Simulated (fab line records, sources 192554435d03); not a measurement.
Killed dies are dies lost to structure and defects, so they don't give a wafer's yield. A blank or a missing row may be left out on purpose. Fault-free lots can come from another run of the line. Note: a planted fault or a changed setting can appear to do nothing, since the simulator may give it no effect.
fab line records	flow n5Finfet
record lots=6	wafers=18	lastDay=18
route steps=1938 shown FIN_CUT@157 BEOL_M4@1111
lots with no fault: from the same line, run without faults
startH: hours from the record's opening day to when the first of the lot's shown wafers began	waitH: hours from the lot's prior step to this one	" the same as in the row above	L1.1+2: several wafers, shown together as one row	- no value, or no start was given	* or withheld: withheld	< > ~ a bound
route shown NAME@n: a module of which the file shows steps, and the number in the route of the first	usual: mean/standard deviation of fault-free wafers	same: alike in all rows	chamber/n: place in a boat	sites: per-site readings	_std_site: standard deviation across them	_edge_site: outer sites' mean less inner sites'	radiusMm: for every site, how far away it sits from the centre of the wafer	mask NAME#n: copy n	behind: tool/chamber where the wafer was last shaped	hold: why the lot was held/for how many hours/how that ended	device: which transistor (n, p or np) failed to switch	end of line: tests of these same wafers at the route's end	a step without rows: its recipe alone	killed: count of dies lost to structure and defects at first sort (not the wafer's yield)	map: a wafer's dies, x killed, . not, _ none there
set.NAME: the run value of the setting; set.NAME@STEP: its run value at that earlier step	model.NAME: the simulator's own value behind a step, which no gauge read
lots at some steps of the route; a table a step, a row a wafer
services: a tool's chamber out of use, with start hour (startH, from the record's first day; less than 0 if before it), hours out, and reason
## steps
# step N5_FIN_CUT_COAT_02
# recipe resist=CAR-EUV	spinRpm=1500	resistThkNm=30
# step N5_FIN_CUT_EBR_04
# recipe solvent=PGMEA	ebrWidthMm=1.5
# step N5_FIN_CUT_SOFTBAKE_03
# recipe tempC=110	timeS=60	resist=CAR-EUV
# step N5_FIN_CUT_EXPOSE_05
# recipe maskId=FIN_CUT	na=0.33	sourceShape=annular	sigmaInner=0.35	sigmaOuter=0.8	polarization=unpolarized	doseMj=45.75
# step N5_FIN_CUT_PEB_06
# recipe pebTempC=100	pebTimeS=60	resist=CAR-EUV
# step N5_FIN_CUT_DEVELOP_07
# recipe developTimeS=30	developer=TMAH	resist=CAR-EUV	rinseLiquid=surfactantRinse	dry=airSpin	devTempC=23
# step N5_FIN_CUT_CD_MEAS_08
# recipe targetCdNm=29.1	landingEnergyEv=500	detector=seInlens	polarity=opening
# usual cdNm=29.14/0.27
lot.wafer	tool	chamber	startH	waitH	cdNm
L546.3	cdSem-02	0	56.17	-	29.53
L546.4	"	0	"	"	29.25
L546.5	"	0	"	"	29.21
L552.3	cdSem-03	0	87.34	-	29.08
L552.4	"	0	"	"	29.36
L552.6	"	0	"	"	28.95
L554.3	cdSem-03	0	100.91	-	29.14
L554.4	"	0	"	"	29.42
L554.6	"	0	"	"	29.16
L558.3	cdSem-03	0	124.99	-	29.09
L558.4	"	0	"	"	29.41
L558.5	"	0	"	"	28.97
L561.2	cdSem-03	0	144.56	-	29.63
L561.5	"	0	"	"	29.20
L561.6	"	0	"	"	29.30
L565.2	cdSem-01	0	164.35	-	29.34
L565.3	"	0	"	"	29.04
L565.5	"	0	"	"	29.17
# step N5_FIN_CUT_OVL_MEAS_09
# recipe pointsPerWafer=522
# usual FIN_CUT_OVL=-0.3/0.54
lot.wafer	tool	chamber	startH	waitH	FIN_CUT_OVL[nm]
L546.3	overlay-02	0	56.21	0.0	0.4
L546.4	"	0	"	"	0.2
L546.5	"	0	"	"	-0.9
L552.3	overlay-02	0	87.38	0.0	0.0
L552.4	"	0	"	"	0.1
L552.6	"	0	"	"	-0.1
L554.3	overlay-02	0	100.95	0.0	0.3
L554.4	"	0	"	"	0.1
L554.6	"	0	"	"	-0.4
L558.3	overlay-01	0	125.02	0.0	0.0
L558.4	"	0	"	"	-0.5
L558.5	"	0	"	"	-1.1
L561.2	overlay-02	0	144.60	0.0	0.4
L561.5	"	0	"	"	0.5
L561.6	"	0	"	"	-0.3
L565.2	overlay-01	0	164.39	0.0	-0.2
L565.3	"	0	"	"	-0.1
L565.5	"	0	"	"	0.2
# step N5_FIN_CUT_INSPECT_10
# recipe mode=adi	inspectInstrument=brightfield
# usual rawDefectCount=43/13
lot.wafer	tool	chamber	startH	waitH	rawDefectCount
L546.3	defectInspect-01	-	56.25	0.0	37
L546.4	"	-	"	"	62
L546.5	"	-	"	"	48
L552.3	defectInspect-01	-	87.43	0.0	39
L552.4	"	-	"	"	39
L552.6	"	-	"	"	29
L554.3	defectInspect-02	-	101.00	0.0	41
L554.4	"	-	"	"	29
L554.6	"	-	"	"	33
L558.3	defectInspect-02	-	125.07	0.0	42
L558.4	"	-	"	"	27
L558.5	"	-	"	"	53
L561.2	defectInspect-01	-	144.65	0.0	25
L561.5	"	-	"	"	29
L561.6	"	-	"	"	17
L565.2	defectInspect-01	-	164.44	0.0	29
L565.3	"	-	"	"	47
L565.5	"	-	"	"	54
# step N5_FIN_CUT_DESCUM_13
# recipe chemistry=O2	timeS=7	sourcePowerW=50	biasPowerW=20	pressureMtorr=20	rfFrequencyHz=2.712e+07	tempC=40	resist=CAR-EUV	o2FlowSccm=225
# usual drypumpMotorCurrentA=5.8/0.54	oesProductAu=0.80/0.091	rfVppV=243.9/1.3	showerheadPlenumPTorr=2.12/0.064	throttleValvePct=20.3/0.35
lot.wafer	tool	chamber	startH	waitH	drypumpMotorCurrentA	oesProductAu	rfHoursCounterH	rfVppV	showerheadPlenumPTorr	throttleValvePct
L546.3	rieDiel-02	2	56.33	0.1	6.6	0.70	248	244.0	2.13	20.1
L546.4	"	3	"	"	6.6	0.66	249	240.1	1.97	20.7
L546.5	"	0	"	"	5.1	0.74	-	244.0	2.08	20.7
L552.3	rieDiel-02	1	87.46	0.0	5.4	0.90	31	245.3	2.11	19.9
L552.4	"	0	"	"	5.1	0.73	-	243.1	2.08	20.7
L552.6	"	1	"	"	5.4	0.90	-	243.6	2.11	19.9
L554.3	rieDiel-04	2	101.03	0.0	5.7	0.76	128	244.8	2.20	20.8
L554.4	"	0	"	"	5.6	0.75	159	244.2	2.09	20.8
L554.6	"	1	"	"	6.3	0.75	-	244.4	2.17	20.0
L558.3	rieDiel-04	2	125.26	0.2	5.7	0.74	135	244.3	2.20	20.8
L558.4	"	1	"	"	6.3	0.76	172	243.7	2.17	20.1
L558.5	"	2	"	"	5.7	0.75	-	245.7	2.20	20.8
L561.2	rieDiel-04	3	144.70	0.0	5.8	0.70	239	244.7	2.16	20.3
L561.5	"	2	"	"	5.7	0.74	-	243.9	2.20	20.8
L561.6	"	3	"	"	5.8	0.69	-	244.1	2.16	20.3
L565.2	rieDiel-02	2	164.47	0.0	6.6	0.93	18	243.7	2.12	19.8
L565.3	"	1	"	"	5.4	0.85	58	244.3	2.10	19.9
L565.5	"	0	"	"	5.1	0.71	-	242.6	2.07	20.8
# step N5_FIN_CUT_ETCH_30
# recipe chemistry=N2/H2	target=underlayer	targetDepthA=130	maskMaterial=CAR-EUV	timeS=10.4	ionEnergyEv=200	pressureMtorr=30	sourceW=840	biasW=150	n2FlowSccm=200	h2FlowSccm=200	ends=cleared
# usual drypumpMotorCurrentA=5.8/0.54	etchRfOnTimeS=10.36/0.22	h2FlowSccm=200.0/0.57	oesProductAu=0.68/0.078	rfVppV=525.0/2.2	showerheadPlenumPTorr=2.59/0.08	throttleValvePct=17.80/0.25
lot.wafer	tool	chamber	startH	waitH	drypumpMotorCurrentA	etchRfOnTimeS	h2FlowSccm	oesProductAu	rfHoursCounterH	rfVppV	showerheadPlenumPTorr	throttleValvePct
L546.3	rieDiel-02	2	56.36	0.0	6.6	10.61	199.5	0.60	248	524.9	2.63	17.89
L546.4	"	3	"	"	6.6	10.41	200.4	0.57	249	520.3	2.41	18.15
L546.5	"	0	"	"	5.1	10.35	200.3	0.63	-	521.8	2.53	18.12
L552.3	rieDiel-02	1	87.49	0.0	5.4	9.95	200.5	0.77	31	526.2	2.59	17.46
L552.4	"	0	"	"	5.1	10.21	199.3	0.62	-	522.9	2.53	18.15
L552.6	"	1	"	"	5.4	9.93	201.1	0.77	-	524.0	2.59	17.43
L554.3	rieDiel-04	2	101.07	0.0	5.7	10.33	200.0	0.65	128	525.7	2.64	18.04
L554.4	"	0	"	"	5.6	10.53	199.6	0.63	159	522.7	2.52	18.00
L554.6	"	1	"	"	6.3	10.60	199.9	0.64	-	525.4	2.65	17.52
L558.3	rieDiel-04	2	125.29	0.0	5.7	10.26	199.4	0.64	135	527.5	2.64	18.04
L558.4	"	1	"	"	6.3	10.52	200.0	0.64	172	525.3	2.65	17.53
L558.5	"	2	"	"	5.7	10.29	199.2	0.64	-	527.5	2.64	18.04
L561.2	rieDiel-04	3	144.73	0.0	5.8	10.16	200.4	0.61	239	525.3	2.63	17.76
L561.5	"	2	"	"	5.7	10.37	200.3	0.64	-	526.1	2.64	18.06
L561.6	"	3	"	"	5.8	10.17	200.5	0.60	-	525.9	2.63	17.76
L565.2	rieDiel-02	2	164.51	0.0	6.7	10.35	199.8	0.78	18	525.4	2.61	17.53
L565.3	"	1	"	"	5.4	10.14	199.6	0.73	58	524.1	2.58	17.48
L565.5	"	0	"	"	5.1	10.31	199.9	0.61	-	523.6	2.52	18.21
# step N5_FIN_CUT_ETCH_20
# recipe chemistry=CF4	target=SiARC	targetDepthA=260	maskMaterial=CAR-EUV	timeS=43.3	ionEnergyEv=80	pressureMtorr=40	sourceW=545	biasW=36	Ar_flow_sccm=100	cf4FlowSccm=100	ends=cleared
# usual cf4FlowSccm=100.03/0.28	drypumpMotorCurrentA=5.8/0.54	etchRfOnTimeS=43.3/0.82	oesProductAu=0.68/0.078	rfVppV=184.4/0.96	showerheadPlenumPTorr=2.17/0.061	throttleValvePct=15.54/0.28
lot.wafer	tool	chamber	startH	waitH	cf4FlowSccm	drypumpMotorCurrentA	etchRfOnTimeS	oesProductAu	rfHoursCounterH	rfVppV	showerheadPlenumPTorr	throttleValvePct
L546.3	rieDiel-02	2	56.38	0.0	100.28	6.6	44.1	0.59	248	184.3	2.20	15.51
L546.4	"	3	"	"	100.49	6.6	44.3	0.57	249	182.5	2.02	15.88
L546.5	"	0	"	"	100.01	5.1	43.7	0.63	-	183.4	2.13	15.85
L552.3	rieDiel-02	1	87.51	0.0	99.83	5.4	42.1	0.77	31	183.9	2.17	15.17
L552.4	"	0	"	"	99.69	5.1	43.5	0.62	-	184.2	2.13	15.87
L552.6	"	1	"	"	100.02	5.4	42.3	0.77	-	184.6	2.17	15.16
L554.3	rieDiel-04	2	101.09	0.0	99.66	5.7	42.7	0.65	128	184.2	2.23	15.88
L554.4	"	0	"	"	99.85	5.6	43.9	0.64	159	183.7	2.14	15.90
L554.6	"	1	"	"	99.95	6.3	44.1	0.64	-	184.3	2.22	15.34
L558.3	rieDiel-04	2	125.31	0.0	99.54	5.8	43.3	0.64	135	184.8	2.23	15.92
L558.4	"	1	"	"	100.18	6.3	44.1	0.64	172	185.2	2.22	15.34
L558.5	"	2	"	"	99.91	5.7	43.1	0.65	-	185.5	2.23	15.90
L561.2	rieDiel-04	3	144.75	0.0	99.93	5.8	42.4	0.61	239	184.0	2.19	15.46
L561.5	"	2	"	"	100.06	5.7	43.5	0.63	-	184.3	2.23	15.93
L561.6	"	3	"	"	100.09	5.8	42.5	0.61	-	186.0	2.19	15.45
L565.2	rieDiel-02	2	164.53	0.0	100.01	6.6	43.0	0.77	18	185.2	2.19	15.07
L565.3	"	1	"	"	99.53	5.4	43.0	0.73	58	184.6	2.17	15.22
L565.5	"	0	"	"	100.04	5.1	43.1	0.61	-	183.1	2.12	15.93
# step N5_FIN_CUT_ETCH_21
# recipe chemistry=N2/H2	target=SOC	targetDepthA=2190	overetchA=438	maskMaterial=SiARC	tempC=40	ionEnergyEv=100	biasW=61	timeS=523.5	pressureMtorr=30	sourceW=850	n2FlowSccm=200	h2FlowSccm=200
# usual drypumpMotorCurrentA=5.8/0.54	h2FlowSccm=200.0/0.57	oesProductAu=0.74/0.079	rfVppV=241.3/1.3	showerheadPlenumPTorr=2.59/0.08	throttleValvePct=17.75/0.25
lot.wafer	tool	chamber	startH	waitH	drypumpMotorCurrentA	h2FlowSccm	oesProductAu	rfHoursCounterH	rfVppV	showerheadPlenumPTorr	throttleValvePct
L546.3	rieDiel-02	2	56.42	0.0	6.6	199.6	0.66	248	241.0	2.62	17.85
L546.4	"	3	"	"	6.6	200.4	0.63	249	238.8	2.41	18.13
L546.5	"	0	"	"	5.1	199.8	0.68	-	241.8	2.53	18.08
L552.3	rieDiel-02	1	87.55	0.0	5.4	200.9	0.83	31	242.6	2.59	17.39
L552.4	"	0	"	"	5.1	198.9	0.67	-	240.7	2.53	18.12
L552.6	"	1	"	"	5.4	199.6	0.82	-	239.0	2.59	17.39
L554.3	rieDiel-04	2	101.12	0.0	5.7	199.9	0.69	128	242.4	2.64	17.98
L554.4	"	0	"	"	5.6	199.7	0.69	159	239.7	2.52	17.97
L554.6	"	1	"	"	6.3	200.1	0.69	-	241.9	2.65	17.48
L558.3	rieDiel-04	2	125.35	0.0	5.7	179.0	0.69	135	242.2	2.57	17.44
L558.4	"	1	"	"	6.3	200.6	0.69	172	242.0	2.65	17.49
L558.5	"	2	"	"	5.7	179.8	0.69	-	240.8	2.57	17.47
L561.2	rieDiel-04	3	144.79	0.0	5.7	200.5	0.65	239	240.0	2.63	17.71
L561.5	"	2	"	"	5.7	181.3	0.68	-	240.4	2.57	17.46
L561.6	"	3	"	"	5.8	199.6	0.65	-	240.6	2.63	17.73
L565.2	rieDiel-02	2	164.57	0.0	6.7	201.0	0.83	18	241.5	2.61	17.48
L565.3	"	1	"	"	5.4	200.2	0.78	58	242.4	2.58	17.46
L565.5	"	0	"	"	5.1	200.3	0.65	-	240.5	2.52	18.15
# step N5_FIN_CUT_STRIP_23
# recipe chemistry=N2/H2	tempC=40	n2FlowSccm=200	h2FlowSccm=200	rfFrequencyHz=6e+07
# step N5_BEOL_M4_RC_MEAS_101
# usual DIBL_N=35.9/1.4	DIBL_P=35.9/1.7	IOFF_N=0.160/0.026	IOFF_P=0.21/0.036	ION_N=672/11	ION_P=461/8.1	SS_N=71.4/0.54	SS_P=73.2/0.67	VT_N=249.3/2.7	VT_P=-250/3.9
lot.wafer	tool	chamber	startH	waitH	DIBL_N[mV/V]	DIBL_P[mV/V]	IOFF_N[nA/um]	IOFF_P[nA/um]	ION_N[uA/um]	ION_P[uA/um]	SS_N[mV/dec]	SS_P[mV/dec]	VT_N[mV]	VT_P[mV]
L546.3	prober-02	0	204.73	0.3	33.6	33.4	0.128	0.16	660	457	71.2	71.9	251.0	-257
L546.4	"	0	"	"	37.0	38.6	0.193	0.24	695	470	71.4	74.5	245.2	-250
L546.5	"	0	"	"	32.3	32.6	0.111	0.14	654	447	70.7	72.3	252.4	-256
L552.3	prober-02	0	230.48	0.3	35.7	36.4	0.153	0.22	670	466	71.3	72.6	251.4	-249
L552.4	"	0	"	"	38.3	38.4	0.190	0.25	676	466	71.0	73.7	246.9	-247
L552.6	"	0	"	"	33.0	33.0	0.111	0.16	655	455	70.1	71.9	256.8	-255
L554.3	prober-02	0	250.35	0.3	38.5	39.2	0.206	0.25	698	473	72.6	73.8	246.2	-249
L554.4	"	0	"	"	34.6	34.6	0.135	0.18	671	457	71.3	72.2	251.0	-253
L554.6	"	0	"	"	36.9	37.0	0.165	0.21	685	468	71.8	72.7	248.2	-251
L558.3	prober-01	0	266.15	0.3	36.5	33.9	0.162	0.19	663	448	72.6	72.6	252.6	-253
L558.4	"	0	"	"	35.8	34.6	0.165	0.19	675	454	72.0	73.0	249.6	-252
L558.5	"	0	"	"	36.2	34.7	0.167	0.20	662	455	71.4	73.5	249.7	-250
L561.2	prober-01	0	288.54	0.2	36.4	36.7	0.167	0.25	660	463	72.0	73.4	248.3	-246
L561.5	"	0	"	"	35.1	35.9	0.154	0.23	675	472	71.9	73.7	248.9	-247
L561.6	"	0	"	"	33.6	32.9	0.123	0.20	657	461	71.4	72.8	251.9	-250
L565.2	prober-02	0	316.42	0.2	39.0	40.0	0.214	0.25	680	464	72.3	74.7	247.5	-248
L565.3	"	0	"	"	38.4	39.7	0.194	0.24	668	459	71.7	74.4	249.7	-250
L565.5	"	0	"	"	35.8	36.9	0.151	0.19	663	456	71.6	73.2	252.8	-254
## services
tool	chamber	startH	hours	kind
rieDiel-02	3	58.62	-	clean
rieDiel-02	3	58.62	-	consumableReplace:focusRing
rieDiel-02	3	58.62	-	consumableReplace:showerhead
rieDiel-02	3	58.62	28.6	scheduledDown
rieDiel-02	3	58.62	28.6	ventCycle
rieDiel-02	2	87.28	-	clean
rieDiel-02	2	87.28	-	consumableReplace:focusRing
rieDiel-02	2	87.28	19.8	scheduledDown
rieDiel-02	2	87.28	19.8	ventCycle
## key
firstSign step=N5_FIN_CUT_ETCH_21	reading=h2FlowSccm	direction=down	sigmas=35	usual=200.0	struck=180.0
effect none on later readings
metAt N5_FIN_CUT_ETCH_21
struckWafers L558.3,L558.5,L561.5
onsetBetween 101.12 125.35
fault kind=processParameterDrift	tool=rieDiel-04	chamber=2	onsetH=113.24	steps=N5_FIN_CUT_ETCH_21	channel=h2FlowSccm	offset=-20	shape=step	endH=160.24	actsIn=theseRecipesOnly	stated=200
